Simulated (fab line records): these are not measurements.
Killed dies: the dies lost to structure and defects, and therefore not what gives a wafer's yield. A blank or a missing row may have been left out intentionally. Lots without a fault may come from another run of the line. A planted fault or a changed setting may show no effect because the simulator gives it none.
fab line records | flow nand_harc
record: lots: 5 | wafers: 15 | last_day: 31
route steps=1302 shown P_GATE@155
lots that met no fault: taken from a fault-free run of the same line
start_h: start of the lot's first displayed wafer, in hours after the record's first day | wait_h: hours from the lot's prior step to this one | " identical to the entry in the row above | L1.1+2: one row covering several wafers at once | - no value, or no start given | * or withheld: withheld | < > ~ a bound
route shown NAME@n: names a module that has steps shown in the file, with the first one's number in the route | usual: mean/standard deviation taken from wafers without a fault | same: alike in all rows | chamber/n: place in a boat | sites: per-site readings | _std_site: standard deviation of those values | _edge_site: mean of outer sites minus mean of inner sites | radius_mm: how far each site lies from the wafer's centre | mask NAME#n: copy n | behind: the tool/chamber that last shaped the wafer | hold: the reason the lot was held/the length of the hold in hours/how it ended | device: whichever transistor did not switch (one of n, p or np) | end of line: the same wafers' tests at the end of the route | step lacking rows: just its recipe | killed: dies that structure and defects cost at the first sort, which is not the same as the wafer's yield | map: shows each die of a wafer: x if killed, . if not, _ if none is there
set.NAME: the run value of the setting; set.NAME@STEP: its run value at that earlier step | model.NAME: the simulator's own value behind a step, which no gauge read
lots seen at some steps along the route; tables by step, rows by wafer
services: from which hour (start_h, from the record's first day; less than 0 if before it) a tool's chamber was out of use, for how many hours, and why
== steps ==
step: NHARC_P_GATE_ALD_36
recipe: target_thk_a: 200 | pulse_time_s: 60 | ald_cycles: 223 | temp_c: 400 | material: SiNx
usual: heater_power_w: 820/87 | precursor_pulse_height_rel: 0.999/0.019
lot.wafer | tool       | chamber | start_h | wait_h | heater_power_w | precursor_pulse_height_rel
L811.4    | ald_sin-03 | 0       | 114.65  | -      | 908            | 0.996
L811.3    | "          | 1       | 115.71  | -      | 753            | 0.990
L811.6    | "          | 0       | 118.89  | -      | 907            | 0.997
L815.1    | ald_sin-04 | 2       | 149.57  | -      | 880            | 0.993
L815.4    | "          | 3       | 150.62  | -      | 928            | 1.001
L815.5    | "          | 3       | 154.86  | -      | 915            | 1.008
L816.2    | ald_sin-01 | 2       | 161.47  | -      | 709            | 0.994
L816.3    | "          | 0       | 163.60  | -      | 749            | 0.983
L816.5    | "          | 1       | 164.66  | -      | 787            | 0.992
L826.1    | ald_sin-04 | 2       | 263.47  | -      | 873            | 0.993
L826.2    | "          | 3       | 264.55  | -      | 911            | 0.977
L826.6    | "          | 1       | 266.72  | -      | 893            | 0.998
L828.2    | ald_sin-03 | 3       | 279.31  | -      | 906            | 1.008
L828.3    | "          | 0       | 280.38  | -      | 924            | 0.992
L828.6    | "          | 2       | 282.53  | -      | 688            | 1.035
step: NHARC_P_GATE_ETCHBACK_37
recipe: target_depth_a: 345 | time_s: 17.2 | chf3_flow_sccm: 50 | o2_flow_sccm: 10 | ar_flow_sccm: 200 | rf_w: 500 | bias_w: 200 | chemistry: CHF3/O2
usual: drypump_motor_current_A: 5.8/0.4 | mfc_ar_sccm: 199.8/0.59 | oes_product_au: 0.941/0.03 | rf_vpp_V: 370.4/2.2 | showerhead_plenum_p_Torr: 2.40/0.098 | throttle_valve_pct: 20.571/0.0086
lot.wafer | tool        | chamber | start_h | wait_h | drypump_motor_current_A | mfc_ar_sccm | oes_product_au | rf_hours_counter_h | rf_vpp_V | showerhead_plenum_p_Torr | throttle_valve_pct
L811.4    | rie_diel-06 | 1       | -       | -      | 5.9                     | 198.3       | 0.931          | 7.3                | 369.6    | 2.28                     | 20.573
L811.3    | "           | 3       | "       | "      | 5.5                     | 200.5       | 0.941          | 7.9                | 371.7    | 2.46                     | 20.563
L811.6    | "           | 2       | "       | "      | 5.9                     | 200.0       | 0.934          | -                  | 369.1    | 2.36                     | 20.575
L815.4    | rie_diel-02 | 0       | -       | -      | 5.8                     | 199.1       | 0.929          | 5.2                | 372.7    | 2.54                     | 20.590
L815.1    | "           | 1       | "       | "      | 5.6                     | 199.5       | 0.926          | 6.0                | 371.3    | 2.49                     | 20.576
L815.5    | "           | 1       | "       | "      | 5.6                     | 199.6       | 0.913          | -                  | 372.2    | 2.49                     | 20.560
L816.2    | rie_diel-02 | 2       | -       | -      | 5.9                     | 200.4       | 0.939          | 6.5                | 368.7    | 2.31                     | 20.557
L816.3    | "           | 3       | "       | "      | 5.8                     | 200.3       | 0.942          | 5.3                | 370.6    | 2.45                     | 20.570
L816.5    | "           | 2       | "       | "      | 5.9                     | 200.0       | 0.946          | -                  | 367.5    | 2.31                     | 20.554
L826.2    | rie_diel-06 | 0       | -       | -      | 6.6                     | 199.9       | 1.004          | 8.9                | 367.6    | 2.27                     | 20.577
L826.1    | "           | 1       | "       | "      | 5.9                     | 199.6       | 0.992          | 7.6                | 368.9    | 2.27                     | 20.560
L826.6    | "           | 1       | "       | "      | 5.9                     | 200.2       | 0.987          | -                  | 368.7    | 2.27                     | 20.587
L828.3    | rie_diel-13 | 0       | -       | -      | 5.2                     | 198.7       | 0.922          | 4.9                | 373.3    | 2.46                     | 20.591
L828.2    | "           | 3       | "       | "      | 6.5                     | 199.5       | 0.947          | 4.9                | 368.1    | 2.29                     | 20.568
L828.6    | "           | 1       | "       | "      | 5.7                     | 200.3       | 0.933          | -                  | 369.3    | 2.38                     | 20.576
step: NHARC_P_GATE_STRIP_101
recipe: time_s: 20 | o2_flow_sccm: 500 | ar_flow_sccm: 0 | bias_w: 0 | chemistry: O2
usual: drypump_motor_current_A: 5.9/0.39 | mfc_ar_sccm: 0.003/0.004 | oes_product_au: 1.001/0.0095 | rf_vpp_V: 57.9/0.86 | showerhead_plenum_p_Torr: 3.53/0.15 | throttle_valve_pct: 17.037/0.0086
lot.wafer | tool        | chamber | start_h | wait_h | drypump_motor_current_A | mfc_ar_sccm | oes_product_au | rf_hours_counter_h | rf_vpp_V | showerhead_plenum_p_Torr | throttle_valve_pct
L811.3    | rie_diel-06 | 3       | 123.21  | 0.1    | 5.4                     | 0.009       | 1.005          | 7.9                | 58.0     | 3.61                     | 17.041
L811.4    | "           | 1       | "       | "      | 5.9                     | 0.000       | 1.005          | 7.3                | 58.1     | 3.35                     | 17.040
L811.6    | "           | 3       | "       | "      | 5.4                     | 0.009       | 1.000          | -                  | 58.5     | 3.61                     | 17.042
L815.4    | rie_diel-02 | 2       | 159.21  | 0.1    | 5.9                     | 0           | 0.997          | 6.3                | 56.6     | 3.40                     | 17.045
L815.1    | "           | 3       | "       | "      | 5.8                     | 0           | 0.995          | 5.2                | 56.9     | 3.60                     | 17.042
L815.5    | "           | 0       | "       | "      | 5.8                     | 0           | 0.997          | -                  | 59.2     | 3.73                     | 17.029
L816.2    | rie_diel-02 | 0       | 170.07  | 0.1    | 5.7                     | 0           | 1.005          | 5.5                | 58.2     | 3.73                     | 17.035
L816.3    | "           | 1       | "       | "      | 5.6                     | 0           | 0.994          | 6.2                | 58.1     | 3.65                     | 17.054
L816.5    | "           | 3       | "       | "      | 5.8                     | 0           | 1.002          | -                  | 58.0     | 3.60                     | 17.042
L826.2    | rie_diel-06 | 2       | 271.07  | 0.1    | 5.9                     | 0.003       | 1.012          | 9.5                | 57.6     | 3.47                     | 17.041
L826.1    | "           | 3       | "       | "      | 5.5                     | 0.009       | 0.997          | 9.8                | 58.9     | 3.60                     | 17.020
L826.6    | "           | 2       | "       | "      | 5.9                     | 0.003       | 1.005          | -                  | 56.8     | 3.47                     | 17.044
L828.2    | rie_diel-13 | 3       | 286.87  | 0.1    | 6.5                     | 0.000       | 1.011          | 4.9                | 58.0     | 3.37                     | 17.035
L828.3    | "           | 2       | "       | "      | 5.4                     | 0.013       | 0.982          | 3.3                | 58.1     | 3.77                     | 17.024
L828.6    | "           | 0       | "       | "      | 5.3                     | 0           | 1.000          | -                  | 58.2     | 3.61                     | 17.020
step: NHARC_P_GATE_PRECLEAN_97
recipe: time_s: 600 | temp_c: 120 | chemistry: SPM
step: NHARC_P_GATE_SRD_98
step: NHARC_P_GATE_PRECLEAN_99
recipe: time_s: * | temp_c: 50 | bath_age_min: 0 | chemistry: SC1
step: NHARC_P_GATE_SRD_100
step: NHARC_P_GATE_DEHYDRATE_38
recipe: temp_c: 150 | time_s: 120
step: NHARC_P_GATE_HMDS_39
recipe: time_s: 30
step: NHARC_P_GATE_COAT_40
recipe: spin_rpm: 3000
step: NHARC_P_GATE_SOFTBAKE_41
recipe: temp_c: 122 | time_s: 95
step: NHARC_P_GATE_EBR_42
step: NHARC_P_GATE_EXPOSE_43
recipe: na: 0.6 | target_cd_nm: 720 | dose_mj: 14.81 | mask_id: P_NSD
lot.wafer  | tool           | chamber | start_h | wait_h | mask
L811.3+4+6 | krf_scanner-02 | 0       | 123.99  | -      | P_NSD#0
L815.1+4+5 | krf_scanner-03 | 0       | 159.84  | -      | P_NSD#0
L816.2+3+5 | krf_scanner-03 | 0       | 170.70  | -      | P_NSD_R1#0
L826.1+2+6 | krf_scanner-03 | 0       | 271.83  | -      | P_NSD#0
L828.2+3+6 | krf_scanner-02 | 0       | 287.53  | -      | P_NSD#0
step: NHARC_P_GATE_PEB_44
recipe: peb_temp_c: 118 | peb_time_s: 85
step: NHARC_P_GATE_DEVELOP_45
recipe: time_s: 70
step: NHARC_P_GATE_CD_MEAS_46
recipe: target_cd_nm: 720 | landing_energy_ev: 500
usual: cd_nm: 718.8/1.4
lot.wafer | tool      | chamber | start_h | wait_h | cd_nm
L811.3    | cd_sem-01 | 0       | 124.14  | -      | 718.4
L811.4    | "         | 0       | "       | "      | 718.0
L811.6    | "         | 0       | "       | "      | 717.6
L815.1    | cd_sem-01 | 0       | 159.99  | -      | 718.7
L815.4    | "         | 0       | "       | "      | 718.4
L815.5    | "         | 0       | "       | "      | 718.5
L816.2    | cd_sem-03 | 0       | 170.86  | -      | 709.0
L816.3    | "         | 0       | "       | "      | 707.7
L816.5    | "         | 0       | "       | "      | 707.5
L826.1    | cd_sem-01 | 0       | 271.98  | -      | 720.2
L826.2    | "         | 0       | "       | "      | 719.1
L826.6    | "         | 0       | "       | "      | 720.8
L828.2    | cd_sem-02 | 0       | 287.68  | -      | 717.9
L828.3    | "         | 0       | "       | "      | 716.9
L828.6    | "         | 0       | "       | "      | 717.9
step: NHARC_P_GATE_HARDBAKE_47
recipe: temp_c: 125 | time_s: 80
step: NHARC_P_GATE_DESCUM_48
recipe: time_s: 3 | o2_flow_sccm: 200 | ar_flow_sccm: 0 | bias_power_w: 0 | chemistry: O2
usual: drypump_motor_current_A: 5.8/0.34 | mfc_ar_sccm: 0.002/0.0034 | oes_product_au: 0.999/0.01 | rf_vpp_V: 57.8/0.9 | showerhead_plenum_p_Torr: 1.92/0.08 | throttle_valve_pct: 11.310/0.0094
lot.wafer | tool        | chamber | start_h | wait_h | drypump_motor_current_A | mfc_ar_sccm | oes_product_au | rf_hours_counter_h | rf_vpp_V | showerhead_plenum_p_Torr | throttle_valve_pct | model.P_GATE.cd_nm
L811.3    | rie_diel-13 | 0       | 124.29  | -      | 5.2                     | 0           | 1.002          | 8.7                | 57.1     | 1.96                     | 11.312             | 718
L811.4    | "           | 2       | "       | "      | 5.4                     | 0.013       | 0.987          | 9.8                | 58.5     | 2.06                     | 11.318             | 718.2
L811.6    | "           | 1       | "       | "      | 5.7                     | 0           | 0.999          | -                  | 57.1     | 1.90                     | 11.313             | 718.7
L815.1    | rie_diel-02 | 3       | 160.17  | -      | 5.8                     | 0           | 0.999          | 5.2                | 58.3     | 1.96                     | 11.315             | 718.6
L815.4    | "           | 1       | "       | "      | 5.6                     | 0           | 0.986          | 6.1                | 58.5     | 1.98                     | 11.311             | 718.5
L815.5    | "           | 2       | "       | "      | 5.9                     | 0           | 0.996          | -                  | 57.8     | 1.84                     | 11.307             | 718.2
L816.3    | rie_diel-06 | 3       | 171.03  | -      | 5.4                     | 0.009       | 0.998          | 2.2                | 57.8     | 1.96                     | 11.305             | 707.5
L816.2    | "           | 0       | "       | "      | 6.6                     | 0.005       | 0.998          | 1.9                | 57.4     | 1.81                     | 11.311             | 708.4
L816.5    | "           | 2       | "       | "      | 5.9                     | 0.003       | 1.022          | -                  | 57.9     | 1.88                     | 11.307             | 706.9
L826.2    | rie_diel-06 | 1       | 272.14  | -      | 5.9                     | 0.000       | 0.995          | 7.7                | 58.0     | 1.81                     | 11.303             | 719.1
L826.1    | "           | 0       | "       | "      | 6.6                     | 0.005       | 1.006          | 9.0                | 56.6     | 1.80                     | 11.323             | 719.7
L826.6    | "           | 1       | "       | "      | 5.9                     | 0.000       | 1.002          | -                  | 56.0     | 1.81                     | 11.320             | 721.1
L828.3    | rie_diel-02 | 3       | 287.84  | -      | 5.8                     | 0           | 1.004          | 4.1                | 58.2     | 1.95                     | 11.316             | 717.1
L828.2    | "           | 0       | "       | "      | 5.8                     | 0           | 1.004          | 4.8                | 59.7     | 2.03                     | 11.319             | 717.9
L828.6    | "           | 0       | "       | "      | 5.8                     | 0           | 0.998          | -                  | 59.8     | 2.03                     | 11.296             | 718.1
step: NHARC_P_GATE_IMPLANT_49
recipe: energy_kev: 30 | dose_cm2: 3e+15 | tilt_deg: 7
== services ==
tool           | chamber | start_h | hours | kind
krf_scanner-02 | -       | 94.00   | 4.0   | pm
rie_diel-06    | 1       | 105.97  | 3.8   | repair
ald_sin-01     | 0       | 115.77  | 2.3   | repair
rie_diel-02    | -       | 115.84  | 0.9   | repair
rie_diel-13    | 0       | 119.54  | 2.7   | repair
rie_diel-02    | -       | 120.18  | 4.4   | repair
rie_diel-06    | -       | 130.20  | 9.0   | pm
rie_diel-02    | 1       | 138.80  | 16.8  | repair
krf_scanner-03 | -       | 153.61  | 0.4   | repair
ald_sin-03     | 3       | 154.14  | 5.1   | repair
rie_diel-13    | -       | 165.00  | 9.0   | pm
ald_sin-03     | -       | 170.00  | 10.0  | pm
rie_diel-02    | 2       | 200.61  | 24.7  | repair
rie_diel-13    | 2       | 201.24  | 54.4  | repair
krf_scanner-02 | -       | 210.62  | 0.6   | repair
ald_sin-04     | 3       | 214.15  | 6.5   | repair
rie_diel-02    | -       | 216.70  | 9.0   | pm
rie_diel-13    | -       | 222.33  | 19.4  | repair
krf_scanner-02 | -       | 223.61  | 37.9  | repair
krf_scanner-03 | -       | 224.00  | 4.0   | pm
rie_diel-06    | 1       | 228.87  | 3.5   | repair
ald_sin-04     | -       | 238.24  | 4.0   | repair
krf_scanner-02 | -       | 266.00  | 4.0   | pm
krf_scanner-03 | -       | 285.98  | 2.1   | repair
== key ==
first_sign: step: NHARC_P_GATE_EXPOSE_43 | reading: mask | direction: changed
effect: step: NHARC_P_GATE_CD_MEAS_46 | reading: cd_nm | direction: down | sigmas: 7.7 | usual: 718.8 | struck: 708.0
model_effect: step: NHARC_P_GATE_DESCUM_48 | value: P_GATE.cd_nm | without: 718.9 | struck: 707.6
met_at NHARC_P_GATE_EXPOSE_43
struck_wafers L816.2,L816.3,L816.5
tester_left_out L816
onset_between 159.84 170.70
fault: kind: wrong_mask | tool: any | chamber: - | onset_h: 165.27 | steps: NHARC_P_GATE_EXPOSE_43 | aux_copy: P_NSD_R1#0 | cd_offset_nm: -11.282 | scope: struck_lots_only
tester_left_out: of these lots the tester's yield and bins aren't shown, on N5 and GAA mostly nor the transistor test; their killed dies are dies lost to structure and defects alone, not to doping, threshold or leakage, so they don't give the yield
